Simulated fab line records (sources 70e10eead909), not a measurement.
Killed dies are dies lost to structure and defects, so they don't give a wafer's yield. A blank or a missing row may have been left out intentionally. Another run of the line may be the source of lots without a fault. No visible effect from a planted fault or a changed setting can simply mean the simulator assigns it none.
Which tool did it? :: flow nandHarc :: Sampling: 12 lots, 36 wafers, 6 of 1302 route steps

== WHAT THE GAUGES SHOWED, per wafer ==
NHARC_A_CONTACT_OVL_MEAS_70.
lot: L076
measured: day 22 13:53
on: overlay-02
overlayXNm (nm): -0.4 -0.5 -0.2

lot: L077
measured: day 22 22:51
on: overlay-02
overlayXNm (nm): 1.0 0.6 0.7

lot: L078
measured: day 23 20:16
on: overlay-02
overlayXNm (nm): -0.7 -0.6 -1.0

lot: L081
measured: day 24 01:26
on: overlay-02
overlayXNm (nm): -1.4 -1.1 -1.4

lot: L084
measured: day 26 07:26
on: overlay-01
overlayXNm (nm): -0.7 -1.1 -0.1

lot: L085
measured: day 26 11:52
on: overlay-01
overlayXNm (nm): -1.2 -2.1 -1.6

lot: L086
measured: day 27 07:46
on: overlay-01
overlayXNm (nm): -0.1 -0.9 -0.3

lot: L090
measured: day 29 01:14
on: overlay-01
overlayXNm (nm): 0.2 0.1 -0.2

lot: L091
measured: day 29 10:10
on: overlay-02
overlayXNm (nm): 1.2 0.9 1.0

lot: L096
measured: day 30 10:59
on: overlay-01
overlayXNm (nm): 1.4 0.6 0.9

lot: L095
measured: day 30 20:45
on: overlay-02
overlayXNm (nm): -1.2 -1.6 -1.6

lot: L097
measured: day 31 09:50
on: overlay-01
overlayXNm (nm): 1.4 0.8 -0.1

== EACH LOT AND THE TOOL THAT RAN IT (in order: tool; ch and the chambers of the sampled wafers; start) ==
lot: L076
NHARC_A_WL_FILL_CMP_12: cmp-01 ch 1,2,3, day 21 20:20
NHARC_A_CONTACT_DEP_28: aclDep-02 ch 0, day 21 22:44
NHARC_A_CONTACT_ETCH_113: harCapEtch-03 ch 0,1, day 22 05:56
NHARC_A_CONTACT_ETCH_122: harCapEtch-03 ch 0,1, day 22 07:28
NHARC_A_CONTACT_DEP_57: aclDep-02 ch 0, day 22 09:50

lot: L077
NHARC_A_WL_FILL_CMP_12: cmp-01 ch 0,1,3, day 22 05:53
NHARC_A_CONTACT_DEP_28: aclDep-01 ch 0, day 22 07:01
NHARC_A_CONTACT_ETCH_113: harCapEtch-01 ch 0,1, day 22 14:26
NHARC_A_CONTACT_ETCH_122: harCapEtch-01 ch 0,1, day 22 15:59
NHARC_A_CONTACT_DEP_57: aclDep-01 ch 0, day 22 18:52

lot: L078
NHARC_A_WL_FILL_CMP_12: cmp-01 ch 0,1,2, day 23 02:59
NHARC_A_CONTACT_DEP_28: aclDep-03 ch 0, day 23 04:52
NHARC_A_CONTACT_ETCH_113: harCapEtch-01 ch 0,1, day 23 12:23
NHARC_A_CONTACT_ETCH_122: harCapEtch-01 ch 0,1, day 23 13:56
NHARC_A_CONTACT_DEP_57: aclDep-03 ch 0, day 23 16:52

lot: L081
NHARC_A_WL_FILL_CMP_12: cmp-03 ch 1,2, day 23 06:01
NHARC_A_CONTACT_DEP_28: aclDep-01 ch 0, day 23 08:34
NHARC_A_CONTACT_ETCH_113: harCapEtch-01 ch 0,1, day 23 16:05
NHARC_A_CONTACT_ETCH_122: harCapEtch-01 ch 0,1, day 23 17:38
NHARC_A_CONTACT_DEP_57: aclDep-03 ch 0, day 23 21:23

lot: L084
NHARC_A_WL_FILL_CMP_12: cmp-02 ch 0,1,2, day 25 11:59
NHARC_A_CONTACT_DEP_28: aclDep-01 ch 0, day 25 15:11
NHARC_A_CONTACT_ETCH_113: harCapEtch-01 ch 0,1, day 25 22:52
NHARC_A_CONTACT_ETCH_122: harCapEtch-01 ch 0,1, day 26 00:23
NHARC_A_CONTACT_DEP_57: aclDep-03 ch 0, day 26 03:23

lot: L085
NHARC_A_WL_FILL_CMP_12: cmp-01 ch 0,2,3, day 25 16:36
NHARC_A_CONTACT_DEP_28: aclDep-03 ch 0, day 25 21:17
NHARC_A_CONTACT_ETCH_113: harCapEtch-03 ch 0,1, day 26 03:58
NHARC_A_CONTACT_ETCH_122: harCapEtch-03 ch 0,1, day 26 05:30
NHARC_A_CONTACT_DEP_57: aclDep-03 ch 0, day 26 08:22

lot: L086
NHARC_A_WL_FILL_CMP_12: cmp-03 ch 0,2,3, day 26 08:25
NHARC_A_CONTACT_DEP_28: aclDep-02 ch 0, day 26 11:13
NHARC_A_CONTACT_ETCH_113: harCapEtch-01 ch 0,1, day 26 18:47
NHARC_A_CONTACT_ETCH_122: harCapEtch-01 ch 0,1, day 26 20:20
NHARC_A_CONTACT_DEP_57: aclDep-01 ch 0, day 27 03:46

lot: L090
NHARC_A_WL_FILL_CMP_12: cmp-02 ch 1,2,3, day 28 05:46
NHARC_A_CONTACT_DEP_28: aclDep-03 ch 0, day 28 06:54
NHARC_A_CONTACT_ETCH_113: harCapEtch-03 ch 0,1, day 28 14:17
NHARC_A_CONTACT_ETCH_122: harCapEtch-03 ch 0,1, day 28 16:11
NHARC_A_CONTACT_DEP_57: aclDep-01 ch 0, day 28 21:15

lot: L091
NHARC_A_WL_FILL_CMP_12: cmp-01 ch 0,2,3, day 28 13:38
NHARC_A_CONTACT_DEP_28: aclDep-03 ch 0, day 28 16:11
NHARC_A_CONTACT_ETCH_113: harCapEtch-02 ch 0,1, day 28 22:46
NHARC_A_CONTACT_ETCH_122: harCapEtch-02 ch 0,1, day 29 00:19
NHARC_A_CONTACT_DEP_57: aclDep-01 ch 0, day 29 06:40

lot: L096
NHARC_A_WL_FILL_CMP_12: cmp-01 ch 1,2,3, day 29 18:19
NHARC_A_CONTACT_DEP_28: aclDep-03 ch 0, day 29 20:31
NHARC_A_CONTACT_ETCH_113: harCapEtch-01 ch 0,1, day 30 03:02
NHARC_A_CONTACT_ETCH_122: harCapEtch-01 ch 0,1, day 30 04:35
NHARC_A_CONTACT_DEP_57: aclDep-02 ch 0, day 30 07:35

lot: L095
NHARC_A_WL_FILL_CMP_12: cmp-02 ch 1,2,3, day 30 04:19
NHARC_A_CONTACT_DEP_28: aclDep-01 ch 0, day 30 06:08
NHARC_A_CONTACT_ETCH_113: harCapEtch-01 ch 0,1, day 30 12:49
NHARC_A_CONTACT_ETCH_122: harCapEtch-01 ch 0,1, day 30 14:22
NHARC_A_CONTACT_DEP_57: aclDep-03 ch 0, day 30 17:20

lot: L097
NHARC_A_WL_FILL_CMP_12: cmp-03 ch 2,3, day 30 14:18
NHARC_A_CONTACT_DEP_28: aclDep-01 ch 0, day 30 16:11
NHARC_A_CONTACT_ETCH_113: harCapEtch-02 ch 0,1, day 31 00:12
NHARC_A_CONTACT_ETCH_122: harCapEtch-02 ch 0,1, day 31 01:45
NHARC_A_CONTACT_DEP_57: aclDep-02 ch 0, day 31 05:45
- NHARC_A_WL_FILL_CMP_12: polishes, t overpolish 30 s, target thk 100 nm.
- NHARC_A_CONTACT_DEP_28: deposits aC, target thk 7000 nm.
- NHARC_A_CONTACT_ETCH_113: etches the open film in C4F8/O2/Ar, time 190 s, target depth 1850 nm.
- NHARC_A_CONTACT_ETCH_122: etches the open film in C4F8/O2/Ar, time 190 s, target depth 1850 nm.
- NHARC_A_CONTACT_DEP_57: deposits aC, target thk 5300 nm.

== THE ANSWER, worked out from the rows above alone ==
Rule: usual is defined by the lots themselves. The widest of any qualifying gaps counts: lots, ordered by their means at a reading, are off when they make up no more than a third of the lots, leave a main group of 4 or more, and stand apart from it by 3 or more times the standard deviation of that group's means. Not used: any main group whose means are identical at the precision the tables above print for the reading. A lot without any number at a reading at which 4 lots or more have one is off too. The other lots that the step has rows for count as sound.
None of the lots is off at any reading shown; this tells nothing.

== WHAT THE SIMULATOR HAD PUT IN ==
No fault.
